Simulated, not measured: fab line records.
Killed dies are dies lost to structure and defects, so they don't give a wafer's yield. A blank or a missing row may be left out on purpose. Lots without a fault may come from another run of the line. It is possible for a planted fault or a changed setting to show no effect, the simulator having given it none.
A struck lot beside a sound one ; flow nand_harc ; 13 steps out of a route of 1159
Sound: these wafers, L193.1, L193.2, L193.6. Wafers L194.2, L194.3, L194.6 were the ones struck. Last of all comes the cause.
Order at every step that has rows: each side's tool, ch and its chambers, its first start. Under that, the readings that differ: sound wafers ; struck wafers ; difference of the means ; sigmas: that difference in standard deviations of wafers without a fault.
alike: readings with means less than 2 such deviations apart, plus words and numbers identical on both sides. not compared: withheld readings, readings lacking a value on some wafer, bounds such as >300 that could conceal the same value, and numbers that have no deviation in the record and whose values overlap.
The two part at a step that has a row with sigmas, a row that says differs or no value, or rows on one side only. Numbers that have no deviation but don't overlap get no sigmas and don't part them. Lack of a reading on every wafer of one side parts them only where that side has two or more wafers.

NHARC_A_M0_PRE_CLEAN_29: time 30 s.
  sound on pvd_sputter-02; struck on pvd_sputter-03
  alike: heater_power_w
NHARC_A_M0_PVD_20: deposits TaN, target thk 5 nm, time 8.06 s.
  sound on pvd_sputter-02; struck on pvd_sputter-03
reading;sound;struck;difference;sigmas
throttle_valve_pct (%);26.4 31.3 26.7;31.4 30.7 31.6;+3.1;+2
NHARC_A_M0_PVD_21: deposits Cu, target thk 30 nm, time 20.49 s.
  sound on pvd_sputter-02; struck on pvd_sputter-03
  alike: throttle_valve_pct
then, 1 step without rows for these wafers: NHARC_A_M0_ECD_22 (material Cu, target thk 400 nm).
NHARC_A_M0_ANNEAL_30: time 90 s.
  sound on rtp_anneal-01 ch 0, day 19 02:26; struck on rtp_anneal-01 ch 0, day 19 09:16
  alike: wafer_temp_C_max
then, 1 step without rows for these wafers: NHARC_A_M0_CMP_23 (polishes, t overpolish 20 s, target thk 113.75 nm).
NHARC_A_M0_THK_MEAS_24: measures by xrf.
  sound on film_metro-02 at day 19 03:06; struck on film_metro-01 at day 19 09:52
  alike: thk_nm
next, for these wafers, 1 step has no rows: NHARC_A_M0_SRD_25.
NHARC_A_M0_INSPECT_27:
  sound on defect_inspect-01 at day 19 03:16; struck on defect_inspect-01 at day 19 10:02
  alike: raw_defect_count
then, 1 step without rows for these wafers: NHARC_A_M0_PRE_CLEAN_31 (time 12 s).
NHARC_A_M0_DEP_32: deposits SiCN, target thk 30 nm.
  sound on pecvd-04 ch 0,1,2, day 19 03:35; struck on pecvd-01 ch 0,2, day 19 10:41
  alike: chamber_pressure_Torr, heater_power_outer_w, heater_power_w
NHARC_A_M1_DEP_00: deposits SiOC, target thk 182.5 nm.
  sound on pecvd-02 ch 0,1,2, day 19 03:59; struck on pecvd-02 ch 1,2, day 19 11:07
  no value came back on the struck wafers for chamber_pressure_Torr (Torr), rf_fwd_power_W (W); on the sound wafers chamber_pressure_Torr (Torr) reads 4.984 5.003 4.988
then, 1 step without rows for these wafers: NHARC_A_M1_DEHYDRATE_01 (time 120 s).

WHERE THEY PART
Last at NHARC_A_M1_DEP_00 as far as this record goes, first at NHARC_A_M0_PVD_20.

WHY: what the simulator had put in
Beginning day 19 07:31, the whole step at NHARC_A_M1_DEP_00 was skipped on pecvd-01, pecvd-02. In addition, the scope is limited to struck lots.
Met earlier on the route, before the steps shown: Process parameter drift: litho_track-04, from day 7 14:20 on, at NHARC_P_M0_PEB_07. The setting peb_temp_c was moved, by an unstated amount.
